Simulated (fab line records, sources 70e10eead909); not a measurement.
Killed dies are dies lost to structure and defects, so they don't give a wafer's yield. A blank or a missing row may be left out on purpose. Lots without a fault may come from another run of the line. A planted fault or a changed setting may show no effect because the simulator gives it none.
Which tool did it? | flow nand_harc | 12 lots, 36 wafers sampled, at 3 steps of a route of 1302

WHAT THE GAUGES READ, wafer by wafer
NHARC_A_CONTACT_CD_MEAS_69: target cd 300 nm.
lot  | measured     | on        | cd_nm (nm)
L074 | day 22 12:05 | cd_sem-01 | 300.1 299.9 299.4
L077 | day 22 23:28 | cd_sem-02 | 300.3 300.8 299.7
L078 | day 23 13:59 | cd_sem-03 | 299.4 299.7 299.7
L082 | day 26 01:32 | cd_sem-01 | 300.2 300.3 299.8
L083 | day 26 05:07 | cd_sem-03 | 299.2 299.9 300.1
L085 | day 27 05:02 | cd_sem-01 | 299.9 299.7 299.6
L088 | day 27 22:10 | cd_sem-01 | 299.5 299.6 300.1
L087 | day 28 04:24 | cd_sem-03 | 299.7 299.9 299.7
L091 | day 29 16:22 | cd_sem-03 | 299.8 299.9 299.7
L093 | day 31 01:52 | cd_sem-02 | 300.3 299.9 300.0
L095 | day 31 03:38 | cd_sem-03 | 300.5 300.8 300.5
L097 | day 31 18:04 | cd_sem-02 | 300.1 299.9 300.1

WHICH TOOL RAN EACH LOT (tool, then ch and the chambers of the sampled wafers, then the start)
lot  | NHARC_A_CONTACT_ETCH_116             | NHARC_A_CONTACT_ETCH_122
L074 | har_cap_etch-03 ch 0,1, day 22 01:10 | har_cap_etch-03 ch 0,1, day 22 02:11
L077 | har_cap_etch-02 ch 1, day 22 16:07   | har_cap_etch-02 ch 1, day 22 17:08
L078 | har_cap_etch-02 ch 0,1, day 23 06:40 | har_cap_etch-02 ch 0,1, day 23 07:41
L082 | har_cap_etch-02 ch 0,1, day 25 13:48 | har_cap_etch-02 ch 0,1, day 25 14:50
L083 | har_cap_etch-01 ch 0,1, day 25 18:34 | har_cap_etch-01 ch 0,1, day 25 19:35
L085 | har_cap_etch-02 ch 0,1, day 26 16:44 | har_cap_etch-02 ch 0,1, day 26 17:46
L088 | har_cap_etch-01 ch 0,1, day 27 14:17 | har_cap_etch-01 ch 0,1, day 27 15:19
L087 | har_cap_etch-02 ch 0,1, day 27 20:19 | har_cap_etch-02 ch 0,1, day 27 21:41
L091 | har_cap_etch-01 ch 0, day 29 07:20   | har_cap_etch-01 ch 0, day 29 08:21
L093 | har_cap_etch-02 ch 0,1, day 30 17:51 | har_cap_etch-02 ch 0,1, day 30 18:53
L095 | har_cap_etch-03 ch 1, day 30 19:28   | har_cap_etch-03 ch 1, day 30 20:29
L097 | har_cap_etch-01 ch 0,1, day 31 10:48 | har_cap_etch-01 ch 0,1, day 31 11:50
- NHARC_A_CONTACT_ETCH_116: etches the open film in C4F8/O2/Ar, time 190 s, target depth 1850 nm.
- NHARC_A_CONTACT_ETCH_122: etches the open film in C4F8/O2/Ar, time 190 s, target depth 1850 nm.

THE ANSWER, worked out from the rows above alone
Rule: what is usual is taken from the lots themselves. Put in order of their means at a reading, lots are off if they are a third of the lots or fewer, leave a main group of 4 or more, and stand apart from it by a gap of 3 or more times the standard deviation of the main group's means; of several such gaps the widest counts. A main group whose means are all the same, to the digits that the tables above print for the reading, isn't used. A lot without any number at a reading at which 4 lots or more have one is off too. The other lots that the step has rows for count as sound.
No lot is off at any reading shown: from this, nothing can be told.

WHAT THE SIMULATOR HAD PUT IN
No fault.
